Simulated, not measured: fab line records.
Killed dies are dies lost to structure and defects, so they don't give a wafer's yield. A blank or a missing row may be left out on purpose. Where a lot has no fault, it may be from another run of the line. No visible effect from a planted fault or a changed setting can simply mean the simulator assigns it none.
Which of the tools did it? / flow n5_finfet / 13 lots, 37 wafers sampled, at 4 steps of a route of 1938

## WHAT THE GAUGES READ, wafer by wafer
N5_ILD0_INSPECT_06: inspects for defects (darkfield).
lot=L549; measured=day 4 14:50; on=defect_inspect-01; raw_defect_count=41 14 45
lot=L550; measured=day 4 22:25; on=defect_inspect-02; raw_defect_count=35 36 33
lot=L551; measured=day 4 23:46; on=defect_inspect-02; raw_defect_count=15 20 25
lot=L552; measured=day 5 03:13; on=defect_inspect-02; raw_defect_count=63 57 64
lot=L553; measured=day 5 07:29; on=defect_inspect-02; raw_defect_count=50 73 26
lot=L554; measured=day 5 13:39; on=defect_inspect-01; raw_defect_count=40 42 72
lot=L555; measured=day 5 19:40; on=defect_inspect-01; raw_defect_count=34 36 10
lot=L560; measured=day 7 04:56; on=defect_inspect-02; raw_defect_count=25 49 23
lot=L562; measured=day 7 15:14; on=defect_inspect-01; raw_defect_count=39 41
lot=L563; measured=day 7 22:26; on=defect_inspect-01; raw_defect_count=51 35
lot=L567; measured=day 8 15:27; on=defect_inspect-02; raw_defect_count=36 64 26
lot=L568; measured=day 8 23:28; on=defect_inspect-01; raw_defect_count=65 53 86
lot=L570; measured=day 9 09:56; on=defect_inspect-01; raw_defect_count=37 68 27

N5_SDB_INSPECT_13: inspects for defects (brightfield).
lot=L549; measured=day 4 15:14; on=defect_inspect-02; raw_defect_count=64 115 89
lot=L550; measured=day 4 22:50; on=defect_inspect-02; raw_defect_count=41 74 73
lot=L551; measured=day 5 00:11; on=defect_inspect-02; raw_defect_count=28 53 92
lot=L552; measured=day 5 03:38; on=defect_inspect-02; raw_defect_count=49 67 33
lot=L553; measured=day 5 07:54; on=defect_inspect-02; raw_defect_count=55 61 42
lot=L554; measured=day 5 14:04; on=defect_inspect-01; raw_defect_count=84 63 78
lot=L555; measured=day 5 20:12; on=defect_inspect-02; raw_defect_count=43 103 68
lot=L560; measured=day 7 05:29; on=defect_inspect-02; raw_defect_count=83 58 39
lot=L562; measured=day 7 15:47; on=defect_inspect-01; raw_defect_count=74 93
lot=L563; measured=day 7 22:53; on=defect_inspect-02; raw_defect_count=44 75
lot=L567; measured=day 8 15:59; on=defect_inspect-01; raw_defect_count=49 55 53
lot=L568; measured=day 9 00:01; on=defect_inspect-01; raw_defect_count=90 117 66
lot=L570; measured=day 9 10:29; on=defect_inspect-02; raw_defect_count=60 77 56

## EACH LOT AND THE TOOL THAT RAN IT (in order: tool; ch and the chambers of the sampled wafers; start)
lot=L549; N5_SD_EPI_P_SD_RECESS_17=rie_si-01 ch 1,2, day 4 04:16; N5_ILD0_CMP_12=cmp-01 ch 2,3, day 4 14:31
lot=L550; N5_SD_EPI_P_SD_RECESS_17=rie_si-01 ch 1,2, day 4 10:14; N5_ILD0_CMP_12=cmp-03 ch 0,1, day 4 22:06
lot=L551; N5_SD_EPI_P_SD_RECESS_17=rie_si-04 ch 0,3, day 4 11:56; N5_ILD0_CMP_12=cmp-04 ch 0,2,3, day 4 23:31
lot=L552; N5_SD_EPI_P_SD_RECESS_17=rie_si-05 ch 1,2, day 4 16:04; N5_ILD0_CMP_12=cmp-03 ch 1,2, day 5 02:53
lot=L553; N5_SD_EPI_P_SD_RECESS_17=rie_si-04 ch 1,2,3, day 4 20:12; N5_ILD0_CMP_12=cmp-03 ch 1,2, day 5 07:10
lot=L554; N5_SD_EPI_P_SD_RECESS_17=rie_si-01 ch 0,3, day 5 02:49; N5_ILD0_CMP_12=cmp-03 ch 1,2, day 5 13:20
lot=L555; N5_SD_EPI_P_SD_RECESS_17=rie_si-05 ch 1,3, day 5 08:24; N5_ILD0_CMP_12=cmp-04 ch 1,3, day 5 19:20
lot=L560; N5_SD_EPI_P_SD_RECESS_17=rie_si-04 ch 1,3, day 6 18:07; N5_ILD0_CMP_12=cmp-04 ch 0,1,2, day 7 04:40
lot=L562; N5_SD_EPI_P_SD_RECESS_17=rie_si-01 ch 1,3, day 7 05:10; N5_ILD0_CMP_12=cmp-04 ch 0,3, day 7 14:55
lot=L563; N5_SD_EPI_P_SD_RECESS_17=rie_si-01 ch 0, day 7 12:17; N5_ILD0_CMP_12=cmp-04 ch 2,3, day 7 22:11
lot=L567; N5_SD_EPI_P_SD_RECESS_17=rie_si-05 ch 1,2,3, day 8 04:57; N5_ILD0_CMP_12=cmp-03 ch 0,1,2, day 8 15:10
lot=L568; N5_SD_EPI_P_SD_RECESS_17=rie_si-04 ch 1,2,3, day 8 12:05; N5_ILD0_CMP_12=cmp-01 ch 0,2,3, day 8 23:09
lot=L570; N5_SD_EPI_P_SD_RECESS_17=rie_si-05 ch 1,2,3, day 8 23:37; N5_ILD0_CMP_12=cmp-01 ch 1,3, day 9 09:40
- N5_SD_EPI_P_SD_RECESS_17: chemistry HBr/Cl2/O2, target depth 39.1 nm, bt time 3 s.
- N5_ILD0_CMP_12: polishes SiNx, stops on poly-Si, t overpolish 6 s, target thk 17.67 nm.

## WHAT THE TOOLS THEMSELVES READ (means of the sampled wafers that have a number; where no wafer has one, the mark that the record gives instead)
N5_SD_EPI_P_SD_RECESS_17.
lot=L549; tool=rie_si-01; drypump_motor_current_A (A)=5.6; oes_product_au (a.u.)=0.980; throttle_valve_pct (%)=37.5
lot=L550; tool=rie_si-01; drypump_motor_current_A (A)=5.3; oes_product_au (a.u.)=0.972; throttle_valve_pct (%)=37.0
lot=L551; tool=rie_si-04; drypump_motor_current_A (A)=5.5; oes_product_au (a.u.)=1.011; throttle_valve_pct (%)=37.1
lot=L552; tool=rie_si-05; drypump_motor_current_A (A)=5.9; oes_product_au (a.u.)=1.000; throttle_valve_pct (%)=37.1
lot=L553; tool=rie_si-04; drypump_motor_current_A (A)=5.0; oes_product_au (a.u.)=1.004; throttle_valve_pct (%)=37.2
lot=L554; tool=rie_si-01; drypump_motor_current_A (A)=6.2; oes_product_au (a.u.)=1.012; throttle_valve_pct (%)=36.9
lot=L555; tool=rie_si-05; drypump_motor_current_A (A)=5.9; oes_product_au (a.u.)=1.008; throttle_valve_pct (%)=37.0
lot=L560; tool=rie_si-04; drypump_motor_current_A (A)=5.0; oes_product_au (a.u.)=0.993; throttle_valve_pct (%)=37.4
lot=L562; tool=rie_si-01; drypump_motor_current_A (A)=6.0; oes_product_au (a.u.)=1.005; throttle_valve_pct (%)=37.3
lot=L563; tool=rie_si-01; drypump_motor_current_A (A)=5.7; oes_product_au (a.u.)=1.013; throttle_valve_pct (%)=37.2
lot=L567; tool=rie_si-05; drypump_motor_current_A (A)=5.6; oes_product_au (a.u.)=0.994; throttle_valve_pct (%)=37.1
lot=L568; tool=rie_si-04; drypump_motor_current_A (A)=5.0; oes_product_au (a.u.)=1.010; throttle_valve_pct (%)=37.1
lot=L570; tool=rie_si-05; drypump_motor_current_A (A)=5.6; oes_product_au (a.u.)=0.994; throttle_valve_pct (%)=37.1

N5_ILD0_CMP_12.
lot=L549; tool=cmp-01; motor_current_A (A)=7.9; overpolish_run_s (s)=5.992; retaining_ring_pressure_frac=1.001; time_to_endpoint_s (s)=27.0
lot=L550; tool=cmp-03; motor_current_A (A)=8.6; overpolish_run_s (s)=6.000; retaining_ring_pressure_frac=1.004; time_to_endpoint_s (s)=28.7
lot=L551; tool=cmp-04; motor_current_A (A)=8.9; overpolish_run_s (s)=5.998; retaining_ring_pressure_frac=0.999; time_to_endpoint_s (s)=29.7
lot=L552; tool=cmp-03; motor_current_A (A)=8.4; overpolish_run_s (s)=6.003; retaining_ring_pressure_frac=1.005; time_to_endpoint_s (s)=28.7
lot=L553; tool=cmp-03; motor_current_A (A)=8.3; overpolish_run_s (s)=6.000; retaining_ring_pressure_frac=1.005; time_to_endpoint_s (s)=26.7
lot=L554; tool=cmp-03; motor_current_A (A)=8.1; overpolish_run_s (s)=5.994; retaining_ring_pressure_frac=0.998; time_to_endpoint_s (s)=29.0
lot=L555; tool=cmp-04; motor_current_A (A)=8.2; overpolish_run_s (s)=5.991; retaining_ring_pressure_frac=1.006; time_to_endpoint_s (s)=25.8
lot=L560; tool=cmp-04; motor_current_A (A)=8.9; overpolish_run_s (s)=6.004; retaining_ring_pressure_frac=1.003; time_to_endpoint_s (s)=21.4
lot=L562; tool=cmp-04; motor_current_A (A)=8.6; overpolish_run_s (s)=6.002; retaining_ring_pressure_frac=0.998; time_to_endpoint_s (s)=22.5
lot=L563; tool=cmp-04; motor_current_A (A)=8.9; overpolish_run_s (s)=6.007; retaining_ring_pressure_frac=1.006; time_to_endpoint_s (s)=19.6
lot=L567; tool=cmp-03; motor_current_A (A)=8.4; overpolish_run_s (s)=5.996; retaining_ring_pressure_frac=1.000; time_to_endpoint_s (s)=30.2
lot=L568; tool=cmp-01; motor_current_A (A)=7.8; overpolish_run_s (s)=6.004; retaining_ring_pressure_frac=0.999; time_to_endpoint_s (s)=27.4
lot=L570; tool=cmp-01; motor_current_A (A)=7.8; overpolish_run_s (s)=5.999; retaining_ring_pressure_frac=1.000; time_to_endpoint_s (s)=27.5

## THE ANSWER, worked out from the rows above alone
Rule: usual is defined by the lots themselves. Put in order of their means at a reading, lots are off if they are a third of the lots or fewer, leave a main group of 4 or more, and stand apart from it by a gap of 3 or more times the standard deviation of the main group's means; of several such gaps the widest counts. If all means in a main group match to the digits the tables above print for the reading, that group is not used. A lot without any number at a reading at which 4 lots or more have one is off too. Where the step has rows for the other lots, those lots are counted as sound. The gauges are gone through in route order, then the tools' own readings, and for those a lot's mean is taken as printed above. At the first step where some lot is off, the reading lying furthest off is the one used; lots without a number count as furthest.
No lot is off at any reading shown: from this, nothing can be told.

## WHAT THE SIMULATOR HAD PUT IN
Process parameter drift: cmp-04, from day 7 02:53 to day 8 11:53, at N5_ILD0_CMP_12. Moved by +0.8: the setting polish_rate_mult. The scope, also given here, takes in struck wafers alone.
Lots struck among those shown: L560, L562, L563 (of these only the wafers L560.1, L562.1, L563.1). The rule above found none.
